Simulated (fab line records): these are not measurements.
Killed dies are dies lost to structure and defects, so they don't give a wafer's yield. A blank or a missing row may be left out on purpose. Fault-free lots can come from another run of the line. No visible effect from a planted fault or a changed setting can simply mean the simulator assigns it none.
fab line records -- flow nand-harc
record lots=5, wafers=15, last-day=28
route steps=1302 shown P_ZERO_WELL@25
lots with no fault: from the same line, run without faults
start-h: the number of hours between the record's first day and the start of the first shown wafer of the lot -- wait-h: time in hours since the lot's previous step -- " unchanged from the row above -- L1.1+2: several wafers, shown together as one row -- - either no value or no given start -- * or withheld: withheld -- < > ~ a bound
route shown NAME@n: a module of which the file shows steps, and the number in the route of the first -- usual: mean and standard deviation over wafers with no fault -- same: alike in all rows -- chamber/n: place in a boat -- sites: each site's reading -- _std_site: the standard deviation of these -- _edge_site: the outer-site mean with the inner-site mean subtracted -- radius-mm: how far each site lies from the wafer's centre -- mask NAME#n: copy n -- behind: tool/chamber where the wafer was last shaped -- hold: what put the lot on hold/how long, in hours/how the hold closed -- device: the transistor (n, p or np) that didn't switch -- end of line: the tests these same wafers got at the end of their route -- a step with no rows: only its recipe -- killed: at the first sort, the dies lost to defects and structure; wafer yield is something else -- map: shows each die of a wafer: x if killed, . if not, _ if none is there
set.NAME: the run value of the setting; set.NAME@STEP: its run value at that earlier step -- model.NAME: the simulator's own value behind a step, which no gauge read
lots at some steps of the route; a table a step, a row a wafer
services: when a tool's chamber went out of use (start-h, in hours from the record's first day, below 0 if earlier), for how many hours, and the reason
## steps
# step NHARC_P_ZERO_WELL_EBR_20
lot.wafer,tool,chamber,start-h,wait-h
L076.1+2+4,litho-track-05,0,-,-
L078.1+2+5,litho-track-05,0,-,-
L081.1+3+6,litho-track-02,0,-,-
L083.2+3+6,litho-track-07,0,-,-
L084.1+4+6,litho-track-05,0,-,-
# step NHARC_P_ZERO_WELL_EXPOSE_21
# recipe na=0.6, target-cd-nm=720, dose-mj=22.31, mask-id=P_NWELL
lot.wafer,tool,chamber,start-h,wait-h,mask
L076.1+2+4,krf-scanner-01,0,42.33,-,P_NWELL#0
L078.1+2+5,krf-scanner-02,0,62.43,-,P_NWELL#0
L081.1+3+6,krf-scanner-04,0,92.43,-,P_NWELL#0
L083.2+3+6,krf-scanner-04,0,112.35,-,P_NWELL#0
L084.1+4+6,krf-scanner-04,0,122.33,-,P_NWELL#0
# step NHARC_P_ZERO_WELL_PEB_22
# recipe peb-temp-c=118, peb-time-s=85
lot.wafer,tool,chamber,start-h,wait-h
L076.1+2+4,litho-track-02,0,42.40,0.1
L078.1+2+5,litho-track-02,0,62.49,0.1
L081.1+3+6,litho-track-05,0,92.49,0.1
L083.2+3+6,litho-track-05,0,112.41,0.1
L084.1+4+6,litho-track-07,0,122.40,0.1
# step NHARC_P_ZERO_WELL_DEVELOP_23
# recipe time-s=70
lot.wafer,tool,chamber,start-h,wait-h
L076.1+2+4,litho-track-02,0,-,-
L078.1+2+5,litho-track-02,0,-,-
L081.1+3+6,litho-track-05,0,-,-
L083.2+3+6,litho-track-05,0,-,-
L084.1+4+6,litho-track-07,0,-,-
# step NHARC_P_ZERO_WELL_CD_MEAS_24
# recipe target-cd-nm=720, landing-energy-ev=500
# usual cd-nm=720.1/1.5
lot.wafer,tool,chamber,start-h,wait-h,cd-nm
L076.1,cd-sem-01,0,42.49,-,719.1
L076.2,cd-sem-01,0,42.49,-,720.1
L076.4,cd-sem-01,0,42.49,-,720.2
L078.1,cd-sem-03,0,62.58,-,718.1
L078.2,cd-sem-03,0,62.58,-,719.0
L078.5,cd-sem-03,0,62.58,-,719.1
L081.1,cd-sem-01,0,92.58,-,721.8
L081.3,cd-sem-01,0,92.58,-,721.4
L081.6,cd-sem-01,0,92.58,-,723.8
L083.2,cd-sem-01,0,112.50,-,721.2
L083.3,cd-sem-01,0,112.50,-,722.3
L083.6,cd-sem-01,0,112.50,-,720.2
L084.1,cd-sem-01,0,122.49,-,716.9
L084.4,cd-sem-01,0,122.49,-,718.4
L084.6,cd-sem-01,0,122.49,-,717.1
# step NHARC_P_ZERO_WELL_HARDBAKE_25
# recipe temp-c=125, time-s=80
lot.wafer,tool,chamber,start-h,wait-h
L076.1+2+4,litho-track-07,0,42.57,-
L078.1+2+5,litho-track-05,0,62.66,-
L081.1+3+6,litho-track-02,0,92.66,-
L083.2+3+6,litho-track-07,0,112.58,-
L084.1+4+6,litho-track-02,0,122.57,-
# step NHARC_P_ZERO_WELL_DESCUM_26
# recipe time-s=3, o2-flow-sccm=200, ar-flow-sccm=0, bias-power-w=0, chemistry=O2
# usual drypump-motor-current-A=5.8/0.53, oes-product-au=1.001/0.0077, rf-vpp-V=57.8/0.82, showerhead-plenum-p-Torr=1.90/0.095, throttle-valve-pct=11.311/0.01
lot.wafer,tool,chamber,start-h,wait-h,drypump-motor-current-A,oes-product-au,rf-hours-counter-h,rf-vpp-V,showerhead-plenum-p-Torr,throttle-valve-pct
L076.4,rie-diel-09,2,42.73,-,5.8,1.012,19,57.3,1.84,11.305
L076.2,rie-diel-09,3,42.73,-,5.6,1.007,18,57.0,1.95,11.320
L076.1,rie-diel-09,1,42.73,-,5.5,1.000,22,57.7,1.96,11.318
L078.1,rie-diel-01,2,62.74,-,6.4,0.998,8,56.3,1.79,11.321
L078.2,rie-diel-01,3,62.74,-,6.0,0.991,9,56.7,1.82,11.311
L078.5,rie-diel-01,2,62.74,-,6.4,0.997,-,58.2,1.79,11.305
L081.1,rie-diel-05,3,92.74,-,6.3,1.010,12,58.1,2.05,11.318
L081.3,rie-diel-05,0,92.74,-,5.8,0.996,12,57.3,1.83,11.324
L081.6,rie-diel-05,3,92.74,-,6.3,1.006,-,58.3,2.05,11.300
L083.2,rie-diel-09,0,112.67,-,6.1,0.993,47,58.5,1.97,11.319
L083.3,rie-diel-09,2,112.67,-,5.8,1.009,42,56.8,1.83,11.319
L083.6,rie-diel-09,0,112.67,-,6.1,0.985,-,57.4,1.97,11.332
L084.1,rie-diel-05,1,122.67,-,5.3,0.992,20,58.1,2.01,11.315
L084.6,rie-diel-05,3,122.67,-,6.3,0.987,-,57.7,2.05,11.315
L084.4,rie-diel-05,1,122.67,-,5.4,0.989,-,57.4,2.01,11.299
# step NHARC_P_ZERO_WELL_IMPLANT_27
# recipe energy-kev=600, dose-cm2=1e+13, tilt-deg=7
lot.wafer,tool,chamber,start-h,wait-h
L076.1+2+4,implanter-01,0,42.87,0.1
L078.1+2+5,implanter-01,0,62.89,0.1
L081.1+3+6,implanter-01,0,92.89,0.1
L083.2+3+6,implanter-02,0,112.84,0.2
L084.1+4+6,implanter-02,0,122.82,0.1
# step NHARC_P_ZERO_WELL_IMPLANT_57
# recipe energy-kev=250, dose-cm2=4e+12, tilt-deg=7
lot.wafer,tool,chamber,start-h,wait-h
L076.1+2+4,implanter-01,0,43.05,0.1
L078.1+2+5,implanter-01,0,63.07,0.2
L081.1+3+6,implanter-01,0,93.07,0.1
L083.2+3+6,implanter-02,0,113.02,0.2
L084.1+4+6,implanter-02,0,123.01,0.2
# step NHARC_P_ZERO_WELL_IMPLANT_58
# recipe energy-kev=100, dose-cm2=2e+12, tilt-deg=7
lot.wafer,tool,chamber,start-h,wait-h
L076.1+2+4,implanter-01,0,43.23,0.1
L078.1+2+5,implanter-01,0,63.25,0.2
L081.1+3+6,implanter-01,0,93.25,0.1
L083.2+3+6,implanter-02,0,113.20,0.1
L084.1+4+6,implanter-02,0,123.18,0.1
# step NHARC_P_ZERO_WELL_STRIP_28
# recipe time-s=840, temp-c=130, chemistry=SPM
lot.wafer,tool,chamber,start-h,wait-h
L076.1+4+2,wet-bench-07,"1,3,4",43.45,0.2
L078.2+5+1,wet-bench-04,"2,3,5",63.50,0.2
L081.3+1+6,wet-bench-07,"2,3,6",93.49,0.1
L083.6+2+3,wet-bench-05,"3,4,6",113.40,0.0
L084.1+4+6,wet-bench-04,"6,1,2",123.41,0.2
# step NHARC_P_ZERO_WELL_DEHYDRATE_29
# recipe temp-c=150, time-s=120
lot.wafer,tool,chamber,start-h,wait-h
L076.1+2+4,litho-track-02,0,43.78,-
L078.1+2+5,litho-track-02,0,63.83,-
L081.1+3+6,litho-track-07,0,93.82,-
L083.2+3+6,litho-track-05,0,113.72,-
L084.1+4+6,litho-track-05,0,123.73,-
# step NHARC_P_ZERO_WELL_HMDS_30
# recipe time-s=30
lot.wafer,tool,chamber,start-h,wait-h
L076.1+2+4,litho-track-02,0,-,-
L078.1+2+5,litho-track-02,0,-,-
L081.1+3+6,litho-track-07,0,-,-
L083.2+3+6,litho-track-05,0,-,-
L084.1+4+6,litho-track-05,0,-,-
# step NHARC_P_ZERO_WELL_COAT_31
# recipe spin-rpm=withheld
lot.wafer,tool,chamber,start-h,wait-h
L076.1+2+4,litho-track-02,0,-,-
L078.1+2+5,litho-track-02,0,-,-
L081.1+3+6,litho-track-07,0,-,-
L083.2+3+6,litho-track-05,0,-,-
L084.1+4+6,litho-track-05,0,-,-
## services
tool,chamber,start-h,hours,kind
rie-diel-09,0,24.17,-,clean
rie-diel-09,1,24.17,-,clean
rie-diel-09,2,24.17,-,clean
rie-diel-09,3,24.17,-,clean
rie-diel-01,-,26.80,9.0,pm
krf-scanner-01,-,27.25,4.0,pm
rie-diel-05,0,33.53,-,clean
rie-diel-05,1,33.53,-,clean
rie-diel-05,2,33.53,-,clean
rie-diel-05,3,33.53,-,clean
rie-diel-05,1,38.11,4.4,repair
rie-diel-09,0,48.67,-,clean
litho-track-02,-,52.00,7.0,pm
rie-diel-05,-,54.36,9.0,pm
krf-scanner-04,-,57.29,1.0,repair
implanter-02,-,66.53,2.5,repair
wet-bench-04,-,73.09,8.0,pm
litho-track-07,-,76.01,7.0,pm
krf-scanner-04,0,76.75,-,calibration
wet-bench-05,-,84.80,8.0,pm
krf-scanner-02,-,94.00,4.0,pm
rie-diel-01,2,103.38,2.7,repair
implanter-01,-,104.71,2.9,repair
rie-diel-05,0,115.50,17.9,repair
## key
fault none
